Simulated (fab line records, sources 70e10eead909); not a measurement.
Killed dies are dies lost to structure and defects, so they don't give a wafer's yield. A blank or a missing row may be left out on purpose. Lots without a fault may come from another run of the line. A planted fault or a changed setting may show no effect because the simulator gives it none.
Chamber matching | flow nand_harc | NHARC_P_BONDPAD_ACTIVATE_29 on rie_diel-06: 4 sister chambers
The step chemistry N2, time 60 s. 8 wafers are shown with their chamber, then 12 later ones without.

WAFERS WITH THEIR CHAMBER
wafer  | chamber | drypump_motor_current_A (A) | oes_product_au (a.u.)
L082.5 | 3       | 6.3                         | 0.995
L085.6 | 3       | 6.4                         | 1.016
L086.6 | 0       | 6.5                         | 1.006
L089.2 | 2       | 6.0                         | 0.988
L089.5 | 2       | 6.0                         | 0.990
L088.1 | 1       | 5.3                         | 1.016
L088.2 | 0       | 6.4                         | 1.017
L088.5 | 1       | 5.4                         | 1.011

WAFERS WITHOUT THEIR CHAMBER
wafer  | drypump_motor_current_A (A) | oes_product_au (a.u.)
L090.2 | 6.4                         | 1.017
L090.5 | 6.0                         | 1.010
L090.6 | 6.3                         | 1.003
L094.1 | 6.4                         | 1.008
L094.2 | 6.0                         | 0.993
L094.3 | 5.3                         | 1.008
L097.2 | 6.4                         | 1.015
L097.4 | 5.3                         | 1.009
L097.6 | 5.4                         | 1.003
L096.2 | 6.0                         | 1.006
L096.3 | 6.4                         | 1.016
L096.6 | 5.4                         | 1.006

WHICH CHAMBER EACH WENT THROUGH
wafer  | from the rows above     | in truth
L090.2 | can't be placed: 0 or 3 | 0
L090.5 | 2                       | 2
L090.6 | can't be placed: 3 or 0 | 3
L094.1 | can't be placed: 3 or 0 | 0
L094.2 | 2                       | 2
L094.3 | 1                       | 1
L097.2 | can't be placed: 0 or 3 | 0
L097.4 | 1                       | 1
L097.6 | 1                       | 1
L096.2 | 2                       | 2
L096.3 | can't be placed: 0 or 3 | 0
L096.6 | 1                       | 1
Placed correctly: 7 of 12. Can't be placed from these rows: 5 (the true chamber is among the candidates in 5). Placed wrongly: 0.
How it was worked out, from the rows above alone: a wafer's distance from a chamber is the root of the sum, over the readings, of the square of ((its reading less the chamber's mean) divided by the reading's scatter). The wafer belongs to the nearest chamber; if the next one is less than 2 further off, it can't be placed. A chamber's mean is the mean of its shown wafers. The scatter: the root of (the sum of the squares of (reading less its chamber's mean) over the shown wafers, divided by (wafers less chambers)).
